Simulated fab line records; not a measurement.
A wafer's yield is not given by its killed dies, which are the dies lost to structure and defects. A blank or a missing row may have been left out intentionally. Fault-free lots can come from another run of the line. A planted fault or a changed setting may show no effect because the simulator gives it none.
Which tool is to blame? :: flow n5Finfet :: 9 lots, 26 wafers sampled, at 5 steps of a route of 1938

== WHAT THE GAUGES SHOWED, per wafer ==
N5_BEOL_M4_RC_MEAS_101.
lot: L271
measured: day 9 21:14
on: prober-02
DIBL_N (mV/V): 35.1 36.8 35.6

lot: L277
measured: day 11 09:17
on: prober-02
DIBL_N (mV/V): 36.3 36.5

lot: L279
measured: day 11 14:56
on: prober-01
DIBL_N (mV/V): 32.7 36.4 33.4

lot: L284
measured: day 13 03:19
on: prober-01
DIBL_N (mV/V): 38.8 35.6 38.5

lot: L287
measured: day 13 09:16
on: prober-02
DIBL_N (mV/V): 40.8 35.1 36.6

lot: L288
measured: day 14 07:06
on: prober-01
DIBL_N (mV/V): 37.4 37.4 38.9

lot: L290
measured: day 14 07:49
on: prober-02
DIBL_N (mV/V): 38.0 39.0 37.8

lot: L289
measured: day 14 14:19
on: prober-02
DIBL_N (mV/V): 38.1 35.2 35.7

lot: L291
measured: day 14 16:10
on: prober-01
DIBL_N (mV/V): 37.0 36.8 38.7

== EACH LOT AND THE TOOL THAT RAN IT (in order: tool; ch and the chambers of the sampled wafers; start) ==
lot: L271
N5_BEOL_M4_ETCH_74: rieDiel-05 ch 1,2,3, day 9 02:04
N5_BEOL_M4_STRIP_19: rieDiel-04 ch 0,3, day 9 02:24
N5_BEOL_M4_ETCH_70: rieDiel-02 ch 2,3, day 9 16:43
N5_BEOL_M4_VIA_ETCH_34: rieDiel-02 ch 2,3, day 9 16:50

lot: L277
N5_BEOL_M4_ETCH_74: rieDiel-02 ch 1,3, day 10 13:33
N5_BEOL_M4_STRIP_19: rieDiel-02 ch 1,2, day 10 13:56
N5_BEOL_M4_ETCH_70: rieDiel-02 ch 1,3, day 11 02:56
N5_BEOL_M4_VIA_ETCH_34: rieDiel-02 ch 1,3, day 11 03:02

lot: L279
N5_BEOL_M4_ETCH_74: rieDiel-04 ch 1,2, day 11 04:12
N5_BEOL_M4_STRIP_19: rieDiel-05 ch 0,2,3, day 11 04:34
N5_BEOL_M4_ETCH_70: rieDiel-04 ch 0,1,3, day 11 08:35
N5_BEOL_M4_VIA_ETCH_34: rieDiel-04 ch 0,1,3, day 11 08:41

lot: L284
N5_BEOL_M4_ETCH_74: rieDiel-04 ch 0,3, day 12 01:50
N5_BEOL_M4_STRIP_19: rieDiel-02 ch 0,3, day 12 02:16
N5_BEOL_M4_ETCH_70: rieDiel-04 ch 0,1,2, day 12 22:56
N5_BEOL_M4_VIA_ETCH_34: rieDiel-04 ch 0,1,2, day 12 23:02

lot: L287
N5_BEOL_M4_ETCH_74: rieDiel-05 ch 1,3, day 13 00:02
N5_BEOL_M4_STRIP_19: rieDiel-05 ch 0,1,3, day 13 00:22
N5_BEOL_M4_ETCH_70: rieDiel-05 ch 1,2,3, day 13 04:14
N5_BEOL_M4_VIA_ETCH_34: rieDiel-05 ch 1,2,3, day 13 04:20

lot: L288
N5_BEOL_M4_ETCH_74: rieDiel-02 ch 0,1, day 13 09:18
N5_BEOL_M4_STRIP_19: rieDiel-05 ch 0,1, day 13 09:38
N5_BEOL_M4_ETCH_70: rieDiel-02 ch 2,3, day 13 23:45
N5_BEOL_M4_VIA_ETCH_34: rieDiel-02 ch 2,3, day 13 23:52

lot: L290
N5_BEOL_M4_ETCH_74: rieDiel-04 ch 0,2, day 13 23:28
N5_BEOL_M4_STRIP_19: rieDiel-04 ch 2,3, day 13 23:47
N5_BEOL_M4_ETCH_70: rieDiel-02 ch 1,2, day 14 01:49
N5_BEOL_M4_VIA_ETCH_34: rieDiel-02 ch 1,2, day 14 01:56

lot: L289
N5_BEOL_M4_ETCH_74: rieDiel-02 ch 2,3, day 14 02:44
N5_BEOL_M4_STRIP_19: rieDiel-02 ch 1,2, day 14 03:04
N5_BEOL_M4_ETCH_70: rieDiel-04 ch 1,2, day 14 09:44
N5_BEOL_M4_VIA_ETCH_34: rieDiel-04 ch 1,2, day 14 09:51

lot: L291
N5_BEOL_M4_ETCH_74: rieDiel-05 ch 1,3, day 14 06:48
N5_BEOL_M4_STRIP_19: rieDiel-05 ch 1,2,3, day 14 07:07
N5_BEOL_M4_ETCH_70: rieDiel-04 ch 0,3, day 14 10:55
N5_BEOL_M4_VIA_ETCH_34: rieDiel-04 ch 0,3, day 14 11:02
- N5_BEOL_M4_ETCH_74: etches underlayer in N2/H2, target depth 6.5 nm, time 5.2 s.
- N5_BEOL_M4_STRIP_19: strips in O2.
- N5_BEOL_M4_ETCH_70: etches SOC in N2/H2, target depth 80 nm, overetch 24 nm, time 130 s.
- N5_BEOL_M4_VIA_ETCH_34: etches the open film in C4F6/O2, target depth 69.4 nm, time 65.9 s.

== THE ANSWER, worked out from the rows above alone ==
Rule: usual is defined by the lots themselves. The widest of any qualifying gaps counts: lots, ordered by their means at a reading, are off when they make up no more than a third of the lots, leave a main group of 4 or more, and stand apart from it by 3 or more times the standard deviation of that group's means. A main group is skipped when, at the precision printed for the reading in the tables above, its means are all equal. A lot without any number at a reading at which 4 lots or more have one is off too. The other lots that the step has rows for count as sound.
No lot is off at any reading shown: from this, nothing can be told.

== WHAT THE SIMULATOR HAD INSERTED ==
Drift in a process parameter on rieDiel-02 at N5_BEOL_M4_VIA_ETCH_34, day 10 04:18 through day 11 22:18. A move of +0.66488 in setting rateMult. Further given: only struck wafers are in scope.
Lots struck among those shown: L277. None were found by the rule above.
